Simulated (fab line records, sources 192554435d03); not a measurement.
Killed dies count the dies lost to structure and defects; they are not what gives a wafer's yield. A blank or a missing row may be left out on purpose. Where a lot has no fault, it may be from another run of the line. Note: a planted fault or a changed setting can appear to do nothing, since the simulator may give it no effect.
Which of the tools did it? + flow n5 finfet + 24 lots with 72 wafers sampled at 6 steps, on a route of 1938 steps

## WHAT THE GAUGES READ, wafer by wafer
The record holds no reading of a measuring or inspecting step that can be judged against a usual standard deviation.

## EACH LOT AND THE TOOL THAT RAN IT (in order: tool; ch and the chambers of the sampled wafers; start)
| lot  | N5_BEOL_M1_PRE_CLEAN_45      | N5_BEOL_M1_SURFACE_TREAT_85  | N5_BEOL_M1_ANNEAL_91         | N5_BEOL_M1_ANNEAL_93         | N5_BEOL_M1_SPUTTER_96        | N5_BEOL_M1_PRE_CLEAN_60          |
|------|------------------------------|------------------------------|------------------------------|------------------------------|------------------------------|----------------------------------|
| L074 | pvd sputter-03, day 6 05:30  | pvd sputter-02, day 6 05:53  | pvd sputter-01, day 6 08:26  | pvd sputter-01, day 6 08:40  | pvd sputter-01, day 6 09:01  | cvd co-02 ch 0,2, day 6 09:51    |
| L075 | pvd sputter-03, day 6 17:46  | pvd sputter-02, day 6 18:13  | pvd sputter-02, day 6 19:41  | pvd sputter-02, day 6 19:55  | pvd sputter-02, day 6 20:16  | cvd co-02 ch 0,1,2, day 6 22:17  |
| L076 | pvd sputter-02, day 6 18:28  | pvd sputter-01, day 6 19:10  | pvd sputter-01, day 6 20:35  | pvd sputter-01, day 6 20:48  | pvd sputter-01, day 6 21:10  | cvd co-02 ch 0,1, day 6 22:36    |
| L077 | pvd sputter-03, day 6 21:18  | pvd sputter-01, day 6 21:49  | pvd sputter-03, day 7 00:47  | pvd sputter-03, day 7 01:00  | pvd sputter-03, day 7 01:22  | cvd co-01 ch 0,1, day 7 02:11    |
| L078 | pvd sputter-01, day 7 05:36  | pvd sputter-01, day 7 05:55  | pvd sputter-01, day 7 07:25  | pvd sputter-01, day 7 07:38  | pvd sputter-01, day 7 07:59  | cvd co-02 ch 0,1, day 7 08:49    |
| L079 | pvd sputter-03, day 7 09:05  | pvd sputter-02, day 7 09:24  | pvd sputter-03, day 7 10:50  | pvd sputter-03, day 7 11:04  | pvd sputter-03, day 7 11:25  | cvd co-02 ch 0,1,2, day 7 12:19  |
| L080 | pvd sputter-02, day 7 12:59  | pvd sputter-01, day 7 13:18  | pvd sputter-01, day 7 14:43  | pvd sputter-01, day 7 14:56  | pvd sputter-01, day 7 15:18  | cvd co-02 ch 0,1, day 7 16:14    |
| L081 | pvd sputter-01, day 8 03:40  | pvd sputter-01, day 8 04:15  | pvd sputter-01, day 8 05:57  | pvd sputter-01, day 8 06:10  | pvd sputter-01, day 8 06:32  | cvd co-02 ch 1,2, day 8 07:22    |
| L082 | pvd sputter-03, day 8 13:50  | pvd sputter-03, day 8 14:07  | pvd sputter-01, day 8 15:31  | pvd sputter-01, day 8 15:44  | pvd sputter-01, day 8 16:05  | cvd co-01 ch 0,1,2, day 8 16:55  |
| L083 | pvd sputter-02, day 8 16:50  | pvd sputter-01, day 8 17:14  | pvd sputter-02, day 8 18:44  | pvd sputter-02, day 8 18:57  | pvd sputter-02, day 8 19:19  | cvd co-02 ch 0,1,2, day 8 20:17  |
| L084 | pvd sputter-02, day 8 17:21  | pvd sputter-01, day 8 17:44  | pvd sputter-01, day 8 19:11  | pvd sputter-01, day 8 19:25  | pvd sputter-01, day 8 19:46  | cvd co-02 ch 0,1,2, day 8 20:37  |
| L085 | pvd sputter-02, day 9 02:32  | pvd sputter-01, day 9 04:05  | pvd sputter-01, day 9 05:40  | pvd sputter-01, day 9 05:53  | pvd sputter-01, day 9 06:15  | cvd co-02 ch 0,1, day 9 07:05    |
| L086 | pvd sputter-03, day 9 11:49  | pvd sputter-01, day 9 13:07  | pvd sputter-01, day 9 14:44  | pvd sputter-01, day 9 14:57  | pvd sputter-01, day 9 15:19  | cvd co-02 ch 0,1,2, day 9 16:41  |
| L088 | pvd sputter-03, day 9 15:43  | pvd sputter-02, day 9 16:00  | pvd sputter-02, day 9 17:24  | pvd sputter-02, day 9 17:37  | pvd sputter-02, day 9 17:59  | cvd co-02 ch 0,1,2, day 9 18:48  |
| L087 | pvd sputter-03, day 9 15:59  | pvd sputter-03, day 9 16:18  | pvd sputter-03, day 9 17:42  | pvd sputter-03, day 9 17:55  | pvd sputter-03, day 9 18:17  | cvd co-01 ch 0,1,2, day 9 19:07  |
| L089 | pvd sputter-02, day 10 02:06 | pvd sputter-03, day 10 02:26 | pvd sputter-02, day 10 03:54 | pvd sputter-02, day 10 04:07 | pvd sputter-02, day 10 04:29 | cvd co-02 ch 0,1,2, day 10 05:19 |
| L090 | pvd sputter-02, day 10 09:07 | pvd sputter-02, day 10 09:34 | pvd sputter-02, day 10 11:01 | pvd sputter-02, day 10 11:14 | pvd sputter-02, day 10 11:36 | cvd co-02 ch 1,2, day 10 12:26   |
| L091 | pvd sputter-02, day 10 12:18 | pvd sputter-02, day 10 12:44 | pvd sputter-02, day 10 14:12 | pvd sputter-02, day 10 14:25 | pvd sputter-02, day 10 14:47 | cvd co-02 ch 1,2, day 10 15:53   |
| L092 | pvd sputter-01, day 10 22:38 | pvd sputter-02, day 10 23:10 | pvd sputter-02, day 11 00:58 | pvd sputter-02, day 11 01:11 | pvd sputter-02, day 11 01:32 | cvd co-01 ch 0,1,2, day 11 02:40 |
| L093 | pvd sputter-03, day 11 02:07 | pvd sputter-02, day 11 02:26 | pvd sputter-03, day 11 03:55 | pvd sputter-03, day 11 04:08 | pvd sputter-03, day 11 04:30 | cvd co-01 ch 0,1, day 11 05:28   |
| L094 | pvd sputter-01, day 11 06:51 | pvd sputter-02, day 11 07:10 | pvd sputter-02, day 11 08:35 | pvd sputter-02, day 11 08:48 | pvd sputter-02, day 11 09:10 | cvd co-02 ch 0,1,2, day 11 10:07 |
| L095 | pvd sputter-01, day 11 14:20 | pvd sputter-02, day 11 14:44 | pvd sputter-01, day 11 16:23 | pvd sputter-01, day 11 16:37 | pvd sputter-01, day 11 16:58 | cvd co-01 ch 0,1, day 11 17:49   |
| L096 | pvd sputter-01, day 11 19:16 | pvd sputter-03, day 11 19:38 | pvd sputter-02, day 11 21:13 | pvd sputter-02, day 11 21:26 | pvd sputter-02, day 11 21:48 | cvd co-02 ch 0,1,2, day 11 22:46 |
| L097 | pvd sputter-02, day 11 22:32 | pvd sputter-02, day 11 22:54 | pvd sputter-03, day 12 00:19 | pvd sputter-03, day 12 00:32 | pvd sputter-03, day 12 00:53 | cvd co-02 ch 0,1,2, day 12 01:43 |
- N5_BEOL_M1_PRE_CLEAN_45: time 30 s.
- N5_BEOL_M1_SURFACE_TREAT_85
- N5_BEOL_M1_ANNEAL_91: time 240 s.
- N5_BEOL_M1_ANNEAL_93: time 240 s.
- N5_BEOL_M1_SPUTTER_96: material Cu, target thk 4.5 nm, time 8.29 s.
- N5_BEOL_M1_PRE_CLEAN_60: time 15 s.

## AS READ BY THE TOOLS THEMSELVES (means over the sampled wafers that have a number; for cases with no such wafer, the mark the record gives instead)
N5_BEOL_M1_PRE_CLEAN_45. Usual: 332 W for heater power w, sd 17.
| lot  | tool           | heater power w (W) | flag |
|------|----------------|--------------------|------|
| L074 | pvd sputter-03 | 338                |      |
| L075 | pvd sputter-03 | 327                |      |
| L076 | pvd sputter-02 | 323                |      |
| L077 | pvd sputter-03 | 347                |      |
| L078 | pvd sputter-01 | 326                |      |
| L079 | pvd sputter-03 | 339                |      |
| L080 | pvd sputter-02 | 312                |      |
| L081 | pvd sputter-01 | 331                |      |
| L082 | pvd sputter-03 | 352                |      |
| L083 | pvd sputter-02 | 343                |      |
| L084 | pvd sputter-02 | 326                |      |
| L085 | pvd sputter-02 | 327                |      |
| L086 | pvd sputter-03 | 331                |      |
| L088 | pvd sputter-03 | 329                |      |
| L087 | pvd sputter-03 | 333                |      |
| L089 | pvd sputter-02 | 325                |      |
| L090 | pvd sputter-02 | 308                |      |
| L091 | pvd sputter-02 | 330                |      |
| L092 | pvd sputter-01 | 322                |      |
| L093 | pvd sputter-03 | 337                |      |
| L094 | pvd sputter-01 | 330                |      |
| L095 | pvd sputter-01 | 330                |      |
| L096 | pvd sputter-01 | 337                |      |
| L097 | pvd sputter-02 | 318                |      |

N5_BEOL_M1_ANNEAL_91. Usual: 822 W for heater power w, sd 37.
| lot  | tool           | heater power w (W) | flag |
|------|----------------|--------------------|------|
| L074 | pvd sputter-01 | 809                |      |
| L075 | pvd sputter-02 | 808                |      |
| L076 | pvd sputter-01 | 830                |      |
| L077 | pvd sputter-03 | 813                |      |
| L078 | pvd sputter-01 | 802                |      |
| L079 | pvd sputter-03 | 835                |      |
| L080 | pvd sputter-01 | 836                |      |
| L081 | pvd sputter-01 | 821                |      |
| L082 | pvd sputter-01 | 827                |      |
| L083 | pvd sputter-02 | 830                |      |
| L084 | pvd sputter-01 | 816                |      |
| L085 | pvd sputter-01 | 823                |      |
| L086 | pvd sputter-01 | 803                |      |
| L088 | pvd sputter-02 | 820                |      |
| L087 | pvd sputter-03 | 817                |      |
| L089 | pvd sputter-02 | 858                |      |
| L090 | pvd sputter-02 | 814                |      |
| L091 | pvd sputter-02 | 819                |      |
| L092 | pvd sputter-02 | 785                |      |
| L093 | pvd sputter-03 | 820                |      |
| L094 | pvd sputter-02 | 815                |      |
| L095 | pvd sputter-01 | 823                |      |
| L096 | pvd sputter-02 | 850                |      |
| L097 | pvd sputter-03 | 821                |      |

N5_BEOL_M1_ANNEAL_93. Usual: 824 W for heater power w, sd 38.
| lot  | tool           | heater power w (W) | flag |
|------|----------------|--------------------|------|
| L074 | pvd sputter-01 | 813                |      |
| L075 | pvd sputter-02 | 816                |      |
| L076 | pvd sputter-01 | 816                |      |
| L077 | pvd sputter-03 | 805                |      |
| L078 | pvd sputter-01 | 824                |      |
| L079 | pvd sputter-03 | 835                |      |
| L080 | pvd sputter-01 | 834                |      |
| L081 | pvd sputter-01 | 821                |      |
| L082 | pvd sputter-01 | 825                |      |
| L083 | pvd sputter-02 | 844                |      |
| L084 | pvd sputter-01 | 805                |      |
| L085 | pvd sputter-01 | 833                |      |
| L086 | pvd sputter-01 | 821                |      |
| L088 | pvd sputter-02 | 813                |      |
| L087 | pvd sputter-03 | 819                |      |
| L089 | pvd sputter-02 | 856                |      |
| L090 | pvd sputter-02 | 817                |      |
| L091 | pvd sputter-02 | 832                |      |
| L092 | pvd sputter-02 | 780                |      |
| L093 | pvd sputter-03 | 812                |      |
| L094 | pvd sputter-02 | 829                |      |
| L095 | pvd sputter-01 | 822                |      |
| L096 | pvd sputter-02 | 840                |      |
| L097 | pvd sputter-03 | 834                |      |

N5_BEOL_M1_SPUTTER_96. Usual: chuck gas flow sccm 1.26 sccm, standard deviation 0.052; throttle valve pct 29.6 %, standard deviation 0.65.
| lot  | tool           | chuck gas flow sccm (sccm) | throttle valve pct (%) | flag |
|------|----------------|----------------------------|------------------------|------|
| L074 | pvd sputter-01 | 1.23                       | 28.9                   |      |
| L075 | pvd sputter-02 | 1.27                       | 30.0                   |      |
| L076 | pvd sputter-01 | 1.30                       | 29.3                   |      |
| L077 | pvd sputter-03 | 1.26                       | 30.1                   |      |
| L078 | pvd sputter-01 | 1.24                       | 29.2                   |      |
| L079 | pvd sputter-03 | 1.26                       | 30.3                   |      |
| L080 | pvd sputter-01 | 1.19                       | 29.4                   |      |
| L081 | pvd sputter-01 | 1.25                       | 29.4                   |      |
| L082 | pvd sputter-01 | 1.21                       | 29.3                   |      |
| L083 | pvd sputter-02 | 1.25                       | 29.5                   |      |
| L084 | pvd sputter-01 | 1.29                       | 29.4                   |      |
| L085 | pvd sputter-01 | 1.24                       | 29.5                   |      |
| L086 | pvd sputter-01 | 1.30                       | 29.3                   |      |
| L088 | pvd sputter-02 | 1.22                       | 29.6                   |      |
| L087 | pvd sputter-03 | 1.25                       | 30.0                   |      |
| L089 | pvd sputter-02 | 1.23                       | 29.1                   |      |
| L090 | pvd sputter-02 | 1.21                       | 29.4                   |      |
| L091 | pvd sputter-02 | 1.25                       | 29.0                   |      |
| L092 | pvd sputter-02 | 1.25                       | 29.7                   |      |
| L093 | pvd sputter-03 | 1.24                       | 30.2                   |      |
| L094 | pvd sputter-02 | 1.28                       | 29.3                   |      |
| L095 | pvd sputter-01 | 1.23                       | 29.2                   |      |
| L096 | pvd sputter-02 | 1.22                       | 29.5                   |      |
| L097 | pvd sputter-03 | 1.21                       | 30.1                   |      |

N5_BEOL_M1_PRE_CLEAN_60. Usual: 97 W for heater power w, sd 13.
| lot  | tool      | heater power w (W) | flag |
|------|-----------|--------------------|------|
| L074 | cvd co-02 | 98                 |      |
| L075 | cvd co-02 | 99                 |      |
| L076 | cvd co-02 | 96                 |      |
| L077 | cvd co-01 | 104                |      |
| L078 | cvd co-02 | 98                 |      |
| L079 | cvd co-02 | 98                 |      |
| L080 | cvd co-02 | 97                 |      |
| L081 | cvd co-02 | 102                |      |
| L082 | cvd co-01 | 88                 |      |
| L083 | cvd co-02 | 101                |      |
| L084 | cvd co-02 | 100                |      |
| L085 | cvd co-02 | 98                 |      |
| L086 | cvd co-02 | 100                |      |
| L088 | cvd co-02 | 99                 |      |
| L087 | cvd co-01 | 88                 |      |
| L089 | cvd co-02 | 99                 |      |
| L090 | cvd co-02 | 100                |      |
| L091 | cvd co-02 | 103                |      |
| L092 | cvd co-01 | 89                 |      |
| L093 | cvd co-01 | 105                |      |
| L094 | cvd co-02 | 100                |      |
| L095 | cvd co-01 | 92                 |      |
| L096 | cvd co-02 | 101                |      |
| L097 | cvd co-02 | 100                |      |

## THE ANSWER, worked out from the rows above alone
Rule: lot off if the mean of its wafers having a number is beyond 3 standard deviations from the usual mean. A lot without any number at a reading at which 4 lots or more have one is off too. Where the step has rows for the other lots, those lots are counted as sound. First the gauges in route order, then the tools' own readings, where a lot's mean is used as printed above. The first step at which some lot is off is used, and at that step the reading that is off furthest; a lot without a number counts as furthest.
None of the lots is off at any reading shown; this tells nothing.

## WHAT THE SIMULATOR HAD PUT IN
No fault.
